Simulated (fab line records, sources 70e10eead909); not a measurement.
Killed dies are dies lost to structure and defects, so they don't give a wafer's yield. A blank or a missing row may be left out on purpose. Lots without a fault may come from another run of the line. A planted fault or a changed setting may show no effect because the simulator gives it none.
fab line records | flow nand_harc
record lots=6 wafers=18 last_day=24
route steps=1159 shown A_M1@1029
lots that met no fault: from a run of the same line without faults
start_h: hours from the record's first day to the start of the lot's first wafer shown | wait_h: hours since the lot's step before | " the same as in the row above | L1.1+2: a row that stands for several wafers | - no value, or no start given | * or withheld: withheld | < > ~ a bound
route shown NAME@n: a module of which the file shows steps, and the number in the route of the first | usual: mean/standard deviation of fault-free wafers | same: alike in all rows | chamber/n: place in a boat | sites: the reading at each site | _std_site: their standard deviation | _edge_site: outer sites' mean less inner sites' | radius_mm: how far each site lies from the wafer's centre | mask NAME#n: copy n | behind: the tool/chamber that last shaped the wafer | hold: why the lot was held/for how many hours/how that ended | device: the transistor (n, p or np) that didn't switch | end of line: the same wafers' tests at the end of the route | a step without rows: its recipe alone | killed: dies lost to structure and defects at the first sort, not the wafer's yield | map: a wafer's dies, x killed, . not, _ none there
set.NAME: the setting as run; set.NAME@STEP: as run at that earlier step | model.NAME: the simulator's own value behind a step, which no gauge read
lots at some steps of the route; a table a step, a row a wafer
services: from which hour (start_h, from the record's first day; less than 0 if before it) a tool's chamber was out of use, for how many hours, and why
## steps
# step NHARC_A_M1_COAT_34
# recipe temp_c=200 time_s=65
# step NHARC_A_M1_COAT_03
# recipe spin_rpm=1500 resist_thk_nm=90
# step NHARC_A_M1_SOFTBAKE_04
# recipe temp_c=105 time_s=55
# step NHARC_A_M1_EBR_05
# step NHARC_A_M1_EXPOSE_06
# recipe na=1.35 target_cd_nm=120 dose_mj=75.13 mask_id=A_M1
# step NHARC_A_M1_PEB_07
# recipe peb_temp_c=100 peb_time_s=65
# step NHARC_A_M1_DEVELOP_08
# recipe develop_time_s=35 dev_temp_c=23
# step NHARC_A_M1_CD_MEAS_09
# recipe target_cd_nm=120 landing_energy_ev=500
# usual cd_nm=119.9/0.53
# columns lot.wafer tool chamber start_h wait_h cd_nm
L802.2 cd_sem-02 0 417.00 - 119.3
L802.3 " 0 " " 120.3
L802.5 " 0 " " 120.5
L805.1 cd_sem-02 0 449.22 - 120.3
L805.4 " 0 " " 119.3
L805.6 " 0 " " 120.4
L804.1 cd_sem-03 0 456.74 - 120.2
L804.2 " 0 " " 119.4
L804.5 " 0 " " 119.7
L809.1 cd_sem-03 0 460.36 - 119.1
L809.2 " 0 " " 118.6
L809.5 " 0 " " 118.9
L818.1 cd_sem-03 0 523.23 - 120.3
L818.3 " 0 " " 120.2
L818.4 " 0 " " 120.5
L819.3 cd_sem-02 0 538.19 - 119.2
L819.5 " 0 " " 119.8
L819.6 " 0 " " 120.3
# step NHARC_A_M1_OVL_MEAS_10
# recipe pitch_nm=240
# usual overlay_x_nm=-0.1/0.82 overlay_y_nm=0.1/0.93
# columns lot.wafer tool chamber start_h wait_h overlay_x_nm overlay_y_nm
L802.2 overlay-02 - 417.08 - -0.8 -0.2
L802.3 " - " " -0.1 0.1
L802.5 " - " " -1.1 -0.4
L805.1 overlay-02 - 449.31 - -0.5 -1.6
L805.4 " - " " -0.9 -2.3
L805.6 " - " " -0.5 -1.8
L804.1 overlay-01 - 456.83 - 0.7 -1.0
L804.2 " - " " 1.3 -1.3
L804.5 " - " " 1.3 -1.1
L809.1 overlay-02 - 460.45 - -0.1 1.0
L809.2 " - " " 0.0 1.3
L809.5 " - " " 0.0 0.6
L818.1 overlay-02 - 523.32 - -1.0 0.7
L818.3 " - " " -0.5 1.1
L818.4 " - " " -0.4 0.6
L819.3 overlay-02 - 538.28 - 0.3 0.9
L819.5 " - " " -0.2 0.4
L819.6 " - " " 0.5 0.9
# step NHARC_A_M1_INSPECT_11
# usual raw_defect_count=29/13
# columns lot.wafer tool chamber start_h wait_h raw_defect_count
L802.2 defect_inspect-01 - 417.12 0.0 28
L802.3 " - " " 31
L802.5 " - " " 38
L805.1 defect_inspect-02 - 449.35 0.0 34
L805.4 " - " " 22
L805.6 " - " " 29
L804.1 defect_inspect-02 - 456.87 0.0 11
L804.2 " - " " 8
L804.5 " - " " 10
L809.1 defect_inspect-01 - 460.49 0.0 46
L809.2 " - " " 33
L809.5 " - " " 41
L818.1 defect_inspect-02 - 523.36 0.0 42
L818.3 " - " " 30
L818.4 " - " " 46
L819.3 defect_inspect-02 - 538.31 0.0 43
L819.5 " - " " 58
L819.6 " - " " 65
# step NHARC_A_M1_DESCUM_14
# recipe time_s=3 o2_flow_sccm=200 ar_flow_sccm=0 bias_power_w=0 chemistry=O2
# usual drypump_motor_current_A=5.5/0.37 oes_product_au=1.000/0.0085 rf_vpp_V=57.7/0.88 showerhead_plenum_p_Torr=1.92/0.069 throttle_valve_pct=11.313/0.0095
# columns lot.wafer tool chamber start_h wait_h drypump_motor_current_A oes_product_au rf_hours_counter_h rf_vpp_V showerhead_plenum_p_Torr throttle_valve_pct
L802.3 rie_diel-12 1 417.18 0.1 5.8 1.002 2 57.7 1.93 11.308
L802.2 " 2 " " 5.3 0.998 2 59.5 2.00 11.309
L802.5 " 1 " " 5.8 0.999 - 57.4 1.93 11.318
L805.4 rie_diel-04 1 449.41 0.1 5.1 1.003 12 58.6 2.04 11.306
L805.1 " 3 " " 5.4 1.013 11 57.6 1.80 11.313
L805.6 " 1 " " 5.1 0.997 - 59.1 2.04 11.299
L804.2 rie_diel-12 3 456.93 0.1 5.2 1.010 4 57.4 1.91 11.312
L804.1 " 0 " " 5.9 1.007 4 58.0 1.81 11.322
L804.5 " 3 " " 5.2 1.006 - 56.8 1.91 11.312
L809.2 rie_diel-12 1 460.56 0.1 5.8 1.002 4 57.5 1.93 11.322
L809.1 " 3 " " 5.2 1.000 4 57.6 1.91 11.308
L809.5 " 1 " " 5.8 1.003 - 58.1 1.93 11.327
L818.4 rie_diel-06 2 523.42 0.1 5.0 0.982 2 58.5 1.93 11.311
L818.3 " 3 " " 6.1 0.993 2 58.2 2.01 11.324
L818.1 " 1 " " 5.0 1.006 2 56.2 1.85 11.320
L819.3 rie_diel-06 0 538.37 0.1 5.4 0.987 2 57.6 1.89 11.301
L819.6 " 0 " " 5.4 0.995 - 57.4 1.89 11.309
L819.5 " 1 " " 5.1 1.001 - 55.9 1.85 11.323
# step NHARC_A_M1_ETCH_35
# recipe target_depth_a=400 overetch_a=120 time_s=43.94 ion_energy_ev=200 n2_flow_sccm=150 h2_flow_sccm=150 ar_flow_sccm=0 rf_w=400 bias_w=150 chemistry=N2/H2
# usual drypump_motor_current_A=5.5/0.37 oes_product_au=1.000/0.0085 rf_vpp_V=430.5/2.4 run_length_s=65.3/0.33 showerhead_plenum_p_Torr=2.04/0.076 throttle_valve_pct=14.171/0.01
# columns lot.wafer tool chamber start_h wait_h drypump_motor_current_A oes_product_au rf_hours_counter_h rf_vpp_V run_length_s showerhead_plenum_p_Torr throttle_valve_pct
L802.3 rie_diel-12 0 417.26 0.1 5.9 1.006 2 427.0 65.7 1.93 14.170
L802.2 " 1 " " 5.8 1.014 2 430.7 65.4 2.06 14.188
L802.5 " 1 " " 5.8 1.007 - 429.4 65.1 2.06 14.178
L805.1 rie_diel-04 0 449.50 0.1 5.8 1.011 13 430.6 64.3 2.04 14.158
L805.4 " 2 " " 6.0 0.998 10 430.5 65.7 2.05 14.176
L805.6 " 3 " " 5.4 1.007 - 427.0 64.7 1.92 14.180
L804.2 rie_diel-12 0 457.01 0.1 5.9 0.998 4 427.1 65.5 1.93 14.188
L804.1 " 1 " " 5.8 1.015 4 430.8 65.6 2.06 14.188
L804.5 " 1 " " 5.8 1.003 - 430.4 65.1 2.06 14.158
L809.1 rie_diel-12 2 460.64 0.1 5.3 0.991 5 432.8 65.1 2.14 14.165
L809.2 " 3 " " 5.2 1.005 4 430.5 65.4 2.04 14.149
L809.5 " 1 " " 5.8 1.007 - 432.1 65.3 2.06 14.156
L818.3 rie_diel-06 1 523.50 0.1 5.1 0.994 2 427.9 65.2 1.97 14.176
L818.1 " 2 " " 5.0 1.000 2 431.2 65.7 2.05 14.174
L818.4 " 3 " " 6.1 0.988 2 432.6 65.5 2.15 14.179
L819.3 rie_diel-06 3 538.46 0.1 6.1 0.996 2 434.5 65.5 2.15 14.166
L819.6 " 2 " " 5.0 0.990 - 430.5 65.1 2.05 14.170
L819.5 " 3 " " 6.1 0.996 - 434.2 65.4 2.15 14.186
# step NHARC_A_M1_ETCH_15
# recipe target_depth_a=1825 time_s=91.2 c4f8_flow_sccm=withheld ar_flow_sccm=400 rf_w=600 bias_w=300 chemistry=C4F8/Ar
# usual oes_product_au=0.949/0.022 rf_vpp_V=441.0/2.3 run_length_s=112.6/0.37
# columns lot.wafer tool chamber start_h wait_h oes_product_au rf_hours_counter_h rf_vpp_V run_length_s
L802.3 rie_diel-12 2 417.36 - 0.960 2 442.7 112.3
L802.2 " 3 " " 0.981 2 440.6 112.8
L802.5 " 2 " " 0.962 - 443.1 112.8
L805.4 rie_diel-04 3 449.58 - 0.944 11 438.1 112.3
L805.1 " 2 " " 0.937 10 442.0 112.6
L805.6 " 3 " " 0.940 - 437.0 112.3
L804.1 rie_diel-12 2 457.10 - 0.981 5 443.8 101.0
L804.2 " 1 " " 0.983 4 442.7 101.7
L804.5 " 3 " " 0.958 - 440.8 101.2
L809.1 rie_diel-12 1 460.73 - 0.969 4 443.0 101.3
L809.2 " 3 " " 0.983 4 440.9 101.5
L809.5 " 0 " " 0.969 - 437.7 101.8
L818.4 rie_diel-06 0 523.60 - 0.981 2 440.1 112.9
L818.1 " 1 " " 0.966 2 439.5 112.4
L818.3 " 2 " " 0.957 3 440.6 112.3
L819.3 rie_diel-06 1 538.55 - 0.965 3 437.5 112.6
L819.5 " 0 " " 0.960 - 440.8 112.5
L819.6 " 1 " " 0.963 - 438.4 112.3
# step NHARC_A_M1_CD_MEAS_16
# usual cd_nm=119.7/0.72
# columns lot.wafer tool chamber start_h wait_h cd_nm
L802.2 cd_sem-01 - 417.49 - 119.2
L802.3 " - " " 120.2
L802.5 " - " " 120.6
L805.1 cd_sem-03 - 449.72 - 119.5
L805.4 " - " " 118.8
L805.6 " - " " 119.9
L804.1 cd_sem-03 - 457.23 - 120.5
L804.2 " - " " 119.7
L804.5 " - " " 119.2
L809.1 cd_sem-02 - 460.85 - 118.3
L809.2 " - " " 118.1
L809.5 " - " " 118.8
L818.1 cd_sem-01 - 523.72 - 118.9
L818.3 " - " " 119.5
L818.4 " - " " 120.6
L819.3 cd_sem-02 - 538.68 - 119.4
L819.5 " - " " 119.5
L819.6 " - " " 120.2
## services
# columns tool chamber start_h hours kind
rie_diel-12 0 412.90 - clean
rie_diel-12 1 412.90 - clean
rie_diel-12 2 412.90 - clean
rie_diel-12 3 412.90 - clean
rie_diel-06 - 418.20 9.0 pm
rie_diel-12 - 436.19 0.8 repair
rie_diel-12 0 461.40 - clean
rie_diel-12 1 461.40 - clean
rie_diel-12 2 461.40 - clean
rie_diel-12 3 461.40 - clean
rie_diel-06 0 465.11 4.7 repair
rie_diel-04 - 465.90 9.0 pm
rie_diel-04 3 481.34 6.8 repair
rie_diel-12 0 485.90 - clean
rie_diel-12 1 485.90 - clean
rie_diel-12 2 485.90 - clean
rie_diel-12 3 485.90 - clean
rie_diel-06 3 506.64 1.2 repair
rie_diel-12 0 510.40 - clean
rie_diel-12 1 510.40 - clean
rie_diel-12 2 510.40 - clean
rie_diel-12 3 510.40 - clean
rie_diel-12 0 510.79 10.8 repair
rie_diel-12 0 534.90 - clean
## key
first_sign step=NHARC_A_M1_ETCH_15 reading=run_length_s direction=down sigmas=30 usual=* struck=*
effect none on later readings
met_at NHARC_A_M1_ETCH_15
struck_wafers L804.1,L804.2,L804.5,L809.1,L809.2,L809.5
sort_left_out L804.1,L804.2,L804.5,L809.1,L809.2,L809.5
onset_between 417.36 457.10
fault kind=process_parameter_drift tool=rie_diel-12 chamber=- onset_h=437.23 steps=NHARC_A_M1_ETCH_15 channel=time_s offset=* shape=step end_h=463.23 acts_in=* stated=*
# sort_left_out: the simulated sort isn't trusted on such a fault, so these wafers' sort isn't shown, and their yield isn't known
